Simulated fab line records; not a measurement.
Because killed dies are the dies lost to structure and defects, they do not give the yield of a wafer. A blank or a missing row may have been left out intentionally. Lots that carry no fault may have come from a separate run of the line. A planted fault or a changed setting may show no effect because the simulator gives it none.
Matching of chambers :: flow nand harc :: NHARC_A_STAIRCASE_CMP_472 on cmp-04: 4 sister chambers
The step polishes SiO2. 14 wafers are shown with their chamber, then 7 later ones without.

== EACH WAFER AND ITS CHAMBER ==
wafer: L076.1
chamber: 1
motor current A (A): 15.3

wafer: L076.4
chamber: 2
motor current A (A): 14.3

wafer: L076.5
chamber: 2
motor current A (A): 14.3

wafer: L078.1
chamber: 0
motor current A (A): 12.1

wafer: L078.4
chamber: 1
motor current A (A): 15.8

wafer: L078.6
chamber: 3
motor current A (A): 13.2

wafer: L084.3
chamber: 2
motor current A (A): 13.6

wafer: L084.5
chamber: 0
motor current A (A): 12.8

wafer: L084.6
chamber: 3
motor current A (A): 12.5

wafer: L085.3
chamber: 1
motor current A (A): 15.4

wafer: L085.4
chamber: 0
motor current A (A): 13.0

wafer: L085.5
chamber: 1
motor current A (A): 14.4

wafer: L087.1
chamber: 2
motor current A (A): 13.5

wafer: L087.2
chamber: 1
motor current A (A): 15.0

SIGNATURES (means of the wafers above)
reading: motor current A
chamber 0: 12.633
chamber 1: 15.180
chamber 2: 13.925
chamber 3: 12.850
scatter within a chamber: 0.484
Rule: for each reading, subtract the chamber's mean from the wafer's reading, divide by that reading's scatter and square the result; add these up over the readings and take the root, which gives the wafer's distance from the chamber. The wafer belongs to the nearest chamber; if the next one is less than 2 further off, it can't be placed. How the scatter is found: for the shown wafers, subtract from each reading the mean of its chamber, square and add these, divide the total by (wafers less chambers), then take the root.

== WAFERS WHOSE CHAMBER IS MISSING ==
wafer: L087.6
motor current A (A): 12.9

wafer: L090.1
motor current A (A): 13.5

wafer: L090.2
motor current A (A): 14.0

wafer: L090.4
motor current A (A): 15.0

wafer: L096.2
motor current A (A): 13.5

wafer: L096.4
motor current A (A): 14.2

wafer: L096.5
motor current A (A): 13.5

== EACH ONE'S CHAMBER ==
wafer: L087.6
from the rows above: can't be placed: 3 or 0
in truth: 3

wafer: L090.1
from the rows above: can't be placed: 2 or 3 or 0
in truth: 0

wafer: L090.2
from the rows above: 2
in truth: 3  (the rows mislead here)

wafer: L090.4
from the rows above: can't be placed: 1 or 2
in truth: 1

wafer: L096.2
from the rows above: can't be placed: 2 or 3 or 0
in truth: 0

wafer: L096.4
from the rows above: can't be placed: 2 or 1
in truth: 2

wafer: L096.5
from the rows above: can't be placed: 2 or 3 or 0
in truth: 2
Correctly placed: 0 of 7. Unplaceable from these rows: 6, with the true chamber sitting among the candidates in 6. Wrongly placed: 1.
